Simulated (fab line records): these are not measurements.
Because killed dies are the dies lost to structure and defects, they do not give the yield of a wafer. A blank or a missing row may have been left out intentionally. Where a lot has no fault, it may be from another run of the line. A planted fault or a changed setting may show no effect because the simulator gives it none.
Which tool was responsible? + flow n5Finfet + 15 lots, 43 wafers sampled, at 5 steps of a route of 1938

## WHAT EACH GAUGE READ, for each wafer
The record holds no reading of a measuring or inspecting step that can be judged against a usual standard deviation.

## TOOL THAT RAN EACH LOT (tool first, then ch and the chambers of the sampled wafers, then the start)
| lot  | N5_HKMG_FIN_CMP_94            | N5_GATE_CUT_VAPOR_ETCH_60        | N5_GATE_CUT_SAC_CAP_01           | N5_GATE_CUT_PECVD_57           | N5_MOL_CONTACT_COAG_ETCH_47       |
|------|-------------------------------|----------------------------------|----------------------------------|--------------------------------|-----------------------------------|
| L454 | cmp-01 ch 0,3, day 4 08:17    | rieMetal-03 ch 0,1, day 4 08:48  | aldSin-01 ch 1,2,3, day 4 09:25  | pecvd-02 ch 1,2, day 4 11:37   | rieDiel-06 ch 0,1, day 5 05:15    |
| L455 | cmp-04 ch 0,2,3, day 4 12:22  | rieMetal-02 ch 1, day 4 12:52    | aldSin-01 ch 0,3, day 4 13:22    | pecvd-02 ch 0,2, day 4 15:34   | rieDiel-06 ch 0,2, day 5 06:05    |
| L456 | cmp-04 ch 1,2,3, day 4 18:56  | rieMetal-03 ch 1, day 4 19:40    | aldSin-04 ch 0,2,3, day 4 20:13  | pecvd-01 ch 0,1,2, day 4 22:24 | rieDiel-06 ch 1,2, day 5 14:00    |
| L458 | cmp-01 ch 0,3, day 5 06:13    | rieMetal-01 ch 0, day 5 06:43    | aldSin-03 ch 0,1,3, day 5 07:05  | pecvd-04 ch 0,1,2, day 5 09:17 | rieDiel-05 ch 0,1,2, day 5 23:06  |
| L460 | cmp-03 ch 0,1,2, day 5 19:00  | rieMetal-02 ch 0,1, day 5 19:31  | aldSin-03 ch 0,1,3, day 5 19:59  | pecvd-04 ch 1,2, day 5 22:10   | rieDiel-01 ch 0,1,3, day 6 17:43  |
| L461 | cmp-01 ch 0,1, day 6 06:44    | rieMetal-02 ch 0,1, day 6 07:14  | aldSin-01 ch 0,2,3, day 6 07:37  | pecvd-02 ch 0,1,2, day 6 09:49 | rieDiel-01 ch 1,2,3, day 7 03:07  |
| L462 | cmp-03 ch 1,2,3, day 6 10:13  | rieMetal-02 ch 0,1, day 6 10:43  | aldSin-03 ch 0,1,2, day 6 11:07  | pecvd-04 ch 1,2, day 6 13:19   | rieDiel-01 ch 1,2, day 7 04:19    |
| L463 | cmp-03 ch 1,2, day 6 13:04    | rieMetal-02 ch 0,1, day 6 13:35  | aldSin-01 ch 0,1, day 6 14:22    | pecvd-02 ch 0,1,2, day 6 16:35 | rieDiel-06 ch 0,3, day 7 10:55    |
| L470 | cmp-04 ch 0,3, day 8 07:29    | rieMetal-02 ch 0,1, day 8 07:59  | aldSin-01 ch 1,2, day 8 08:25    | pecvd-01 ch 0,1, day 8 10:37   | rieDiel-05 ch 0,2, day 9 02:55    |
| L471 | cmp-04 ch 0,1,2, day 8 11:28  | rieMetal-03 ch 0,1, day 8 11:54  | aldSin-04 ch 0,1,2, day 8 12:30  | pecvd-02 ch 0,1,2, day 8 14:41 | rieDiel-05 ch 0,1,2, day 9 09:17  |
| L472 | cmp-03 ch 2,3, day 8 22:20    | rieMetal-03 ch 0,1, day 8 22:53  | aldSin-03 ch 1,2, day 8 23:26    | pecvd-04 ch 1,2, day 9 01:38   | rieDiel-05 ch 0,3, day 9 18:15    |
| L474 | cmp-01 ch 0,3, day 9 08:59    | rieMetal-03 ch 1, day 9 09:27    | aldSin-03 ch 0,2, day 9 09:50    | pecvd-04 ch 0,1,2, day 9 12:01 | rieDiel-05 ch 0,1,2, day 10 03:22 |
| L475 | cmp-01 ch 0,3, day 9 19:11    | rieMetal-02 ch 0,1, day 9 19:41  | aldSin-01 ch 0,1,2, day 9 20:04  | pecvd-04 ch 0,2, day 9 22:16   | rieDiel-06 ch 1,2, day 10 14:50   |
| L477 | cmp-03 ch 1,2,3, day 10 03:47 | rieMetal-03 ch 0,1, day 10 04:13 | aldSin-04 ch 0,2,3, day 10 04:35 | pecvd-04 ch 0,2, day 10 06:47  | rieDiel-06 ch 0,1, day 11 02:08   |
| L476 | cmp-04 ch 0,3, day 10 04:16   | rieMetal-01 ch 0, day 10 04:47   | aldSin-01 ch 1, day 10 05:17     | pecvd-04 ch 1,2, day 10 07:29  | rieDiel-01 ch 0,1, day 11 02:34   |
- N5_HKMG_FIN_CMP_94: polishes, stops on SiNx, t overpolish 4.7 s, target thk 43.299 nm.
- N5_GATE_CUT_VAPOR_ETCH_60: etches HfO2 in BCl3/Cl2.
- N5_GATE_CUT_SAC_CAP_01: material SiNx, target thk 24 nm, pulse time 1 s, ald cycles 480.
- N5_GATE_CUT_PECVD_57: deposits SiNx from SiH4/NH3/N2, target thk 21 nm.
- N5_MOL_CONTACT_COAG_ETCH_47: etches SiNx in CH3F/O2, stops on W, target depth 27 nm.

## WHAT THE TOOLS THEMSELVES READ (means of the sampled wafers that have a number; where no wafer has one, the mark that the record gives instead)
N5_HKMG_FIN_CMP_94. Usual: motorCurrentA reads 11.8 A (standard deviation 0.93).
| lot  | tool   | motorCurrentA (A) | flag |
|------|--------|-------------------|------|
| L454 | cmp-01 | 12.1              |      |
| L455 | cmp-04 | 11.4              |      |
| L456 | cmp-04 | 11.9              |      |
| L458 | cmp-01 | 11.8              |      |
| L460 | cmp-03 | 10.5              |      |
| L461 | cmp-01 | 12.0              |      |
| L462 | cmp-03 | 11.2              |      |
| L463 | cmp-03 | 10.8              |      |
| L470 | cmp-04 | 12.2              |      |
| L471 | cmp-04 | 11.5              |      |
| L472 | cmp-03 | 11.9              |      |
| L474 | cmp-01 | 12.1              |      |
| L475 | cmp-01 | 11.5              |      |
| L477 | cmp-03 | 11.4              |      |
| L476 | cmp-04 | 12.1              |      |

N5_GATE_CUT_VAPOR_ETCH_60. Usual: drypumpMotorCurrentA 6.0 A, standard deviation 0.52; oesProductAu 0.82 a.u., standard deviation 0.098.
| lot  | tool        | drypumpMotorCurrentA (A) | oesProductAu (a.u.) | flag |
|------|-------------|--------------------------|---------------------|------|
| L454 | rieMetal-03 | 6.4                      | 0.94                |      |
| L455 | rieMetal-02 | 6.0                      | 0.82                |      |
| L456 | rieMetal-03 | 6.4                      | 0.87                |      |
| L458 | rieMetal-01 | 4.7                      | 0.93                |      |
| L460 | rieMetal-02 | 5.7                      | 0.75                |      |
| L461 | rieMetal-02 | 5.7                      | 0.75                |      |
| L462 | rieMetal-02 | 5.7                      | 0.75                |      |
| L463 | rieMetal-02 | 5.7                      | 0.75                |      |
| L470 | rieMetal-02 | 5.8                      | 0.74                |      |
| L471 | rieMetal-03 | 6.3                      | 0.88                |      |
| L472 | rieMetal-03 | 6.4                      | 0.88                |      |
| L474 | rieMetal-03 | 6.4                      | 0.84                |      |
| L475 | rieMetal-02 | 5.9                      | 0.75                |      |
| L477 | rieMetal-03 | 6.3                      | 0.87                |      |
| L476 | rieMetal-01 | 4.7                      | 0.90                |      |

N5_GATE_CUT_SAC_CAP_01. Usual: heaterPowerOuterW 519 W, standard deviation 52; heaterPowerW 843 W, standard deviation 81; precursorPulseHeightRel 1.001, standard deviation 0.019.
| lot  | tool      | heaterPowerOuterW (W) | heaterPowerW (W) | precursorPulseHeightRel | flag |
|------|-----------|-----------------------|------------------|-------------------------|------|
| L454 | aldSin-01 | 503                   | 833              | 0.999                   |      |
| L455 | aldSin-01 | 571                   | 946              | 1.001                   |      |
| L456 | aldSin-04 | 534                   | 851              | 0.980                   |      |
| L458 | aldSin-03 | 518                   | 823              | 1.001                   |      |
| L460 | aldSin-03 | 538                   | 805              | 1.021                   |      |
| L461 | aldSin-01 | 521                   | 899              | 0.991                   |      |
| L462 | aldSin-03 | 529                   | 868              | 0.991                   |      |
| L463 | aldSin-01 | 550                   | 920              | 0.987                   |      |
| L470 | aldSin-01 | 470                   | 772              | 0.990                   |      |
| L471 | aldSin-04 | 511                   | 817              | 1.014                   |      |
| L472 | aldSin-03 | 509                   | 888              | 0.992                   |      |
| L474 | aldSin-03 | 501                   | 876              | 1.009                   |      |
| L475 | aldSin-01 | 491                   | 822              | 1.002                   |      |
| L477 | aldSin-04 | 537                   | 854              | 0.992                   |      |
| L476 | aldSin-01 | 484                   | 791              | 1.000                   |      |

N5_GATE_CUT_PECVD_57. Usual: chamberPressureTorr 1.500 Torr, standard deviation 0.0032; heaterPowerOuterW 458 W, standard deviation 63; heaterPowerW 771 W, standard deviation 86; rfFwdPowerW 297.0 W, standard deviation 1; showerheadPlenumPTorr 5.13 Torr, standard deviation 0.073; throttleValvePct 39.2 %, standard deviation 2.7.
| lot  | tool     | chamberPressureTorr (Torr) | heaterPowerOuterW (W) | heaterPowerW (W) | rfFwdPowerW (W) | showerheadPlenumPTorr (Torr) | throttleValvePct (%) | flag |
|------|----------|----------------------------|-----------------------|------------------|-----------------|------------------------------|----------------------|------|
| L454 | pecvd-02 | 1.498                      | 458                   | 745              | 295.6           | 5.15                         | 37.2                 |      |
| L455 | pecvd-02 | 1.500                      | 461                   | 739              | 296.6           | 5.11                         | 36.1                 |      |
| L456 | pecvd-01 | 1.501                      | 458                   | 786              | 297.2           | 5.06                         | 40.7                 |      |
| L458 | pecvd-04 | 1.498                      | 469                   | 785              | 297.2           | 5.19                         | 38.5                 |      |
| L460 | pecvd-04 | 1.500                      | 416                   | 729              | 297.3           | 5.20                         | 36.3                 |      |
| L461 | pecvd-02 | -                          | -                     | -                | -               | -                            | -                    | OFF  |
| L462 | pecvd-04 | -                          | -                     | -                | -               | -                            | -                    | OFF  |
| L463 | pecvd-02 | -                          | -                     | -                | -               | -                            | -                    | OFF  |
| L470 | pecvd-01 | 1.498                      | 452                   | 760              | 296.5           | 5.04                         | 40.6                 |      |
| L471 | pecvd-02 | 1.504                      | 436                   | 705              | 297.5           | 5.15                         | 38.6                 |      |
| L472 | pecvd-04 | 1.500                      | 446                   | 761              | 297.1           | 5.19                         | 36.5                 |      |
| L474 | pecvd-04 | 1.501                      | 435                   | 752              | 296.6           | 5.19                         | 38.8                 |      |
| L475 | pecvd-04 | 1.499                      | 497                   | 813              | 297.5           | 5.15                         | 39.5                 |      |
| L477 | pecvd-04 | 1.497                      | 485                   | 819              | 297.6           | 5.17                         | 37.4                 |      |
| L476 | pecvd-04 | 1.495                      | 401                   | 702              | 296.8           | 5.21                         | 37.4                 |      |

N5_MOL_CONTACT_COAG_ETCH_47. Usual: drypumpMotorCurrentA 5.6 A, standard deviation 0.39; etchRfOnTimeS 30.9 s, standard deviation 0.49; oes_ar_750_au 0.82 a.u., standard deviation 0.085; oesProductAu 0.73 a.u., standard deviation 0.08; rfFwdPowerW 386.2 W, standard deviation 1.6; rfVppV 298 V, standard deviation 5.8; showerheadPlenumPTorr 2.01 Torr, standard deviation 0.06; throttleValvePct 16.29 %, standard deviation 0.2.
| lot  | tool       | drypumpMotorCurrentA (A) | etchRfOnTimeS (s) | oes_ar_750_au (a.u.) | oesProductAu (a.u.) | rfFwdPowerW (W) | rfVppV (V) | showerheadPlenumPTorr (Torr) | throttleValvePct (%) | flag |
|------|------------|--------------------------|-------------------|----------------------|---------------------|-----------------|------------|------------------------------|----------------------|------|
| L454 | rieDiel-06 | 5.6                      | 31.4              | 0.76                 | 0.67                | 385.0           | 294        | 1.97                         | 16.43                |      |
| L455 | rieDiel-06 | 5.3                      | 31.1              | 0.84                 | 0.76                | 388.6           | 301        | 2.07                         | 16.17                |      |
| L456 | rieDiel-06 | 5.6                      | 31.3              | 0.82                 | 0.74                | 387.5           | 298        | 2.04                         | 16.16                |      |
| L458 | rieDiel-05 | 5.8                      | 30.6              | 0.89                 | 0.81                | 386.1           | 301        | 1.98                         | 16.17                |      |
| L460 | rieDiel-01 | 5.7                      | 30.7              | 0.81                 | 0.73                | 386.0           | 296        | 2.04                         | 16.32                |      |
| L461 | rieDiel-01 | 5.5                      | 38.4              | 0.83                 | 0.75                | 386.7           | 301        | 2.05                         | 16.33                | OFF  |
| L462 | rieDiel-01 | 5.7                      | 38.4              | 0.88                 | 0.79                | 386.8           | 300        | 2.04                         | 16.24                | OFF  |
| L463 | rieDiel-06 | 5.2                      | 39.5              | 0.74                 | 0.65                | 386.4           | 300        | 2.01                         | 16.53                | OFF  |
| L470 | rieDiel-05 | 5.8                      | 30.6              | 0.83                 | 0.74                | 385.4           | 297        | 1.98                         | 16.20                |      |
| L471 | rieDiel-05 | 5.8                      | 30.8              | 0.84                 | 0.75                | 386.6           | 300        | 1.97                         | 16.22                |      |
| L472 | rieDiel-05 | 6.1                      | 31.0              | 0.90                 | 0.82                | 386.9           | 293        | 2.04                         | 16.13                |      |
| L474 | rieDiel-05 | 5.8                      | 30.8              | 0.83                 | 0.75                | 385.9           | 300        | 1.96                         | 16.24                |      |
| L475 | rieDiel-06 | 5.8                      | 31.3              | 0.75                 | 0.66                | 387.0           | 295        | 1.97                         | 16.36                |      |
| L477 | rieDiel-06 | 5.8                      | 31.7              | 0.71                 | 0.63                | 386.0           | 293        | 1.92                         | 16.50                |      |
| L476 | rieDiel-01 | 5.8                      | 31.4              | 0.83                 | 0.73                | 386.6           | 294        | 2.01                         | 16.27                |      |

## THE ANSWER, worked out from the rows above alone
Rule: take the mean of a lot's wafers that have a number; if it is more than 3 standard deviations from the usual mean, the lot is off. A lot without any number at a reading at which 4 lots or more have one is off too. Where the step has rows for the other lots, those lots are counted as sound. First the gauges in route order, then the tools' own readings, where a lot's mean is used as printed above. The first step at which some lot is off is used, and at that step the reading that is off furthest; a lot without a number counts as furthest.
Off: L461, L462, L463, at N5_GATE_CUT_PECVD_57 (chamberPressureTorr). Without a number there: L461, L462, L463.
A tool fits if, at that step or a process step before it, it ran every lot that is off, and no sound lot after the first of them. Not one of the candidates tried fits.

## WHAT THE SIMULATOR PUT IN
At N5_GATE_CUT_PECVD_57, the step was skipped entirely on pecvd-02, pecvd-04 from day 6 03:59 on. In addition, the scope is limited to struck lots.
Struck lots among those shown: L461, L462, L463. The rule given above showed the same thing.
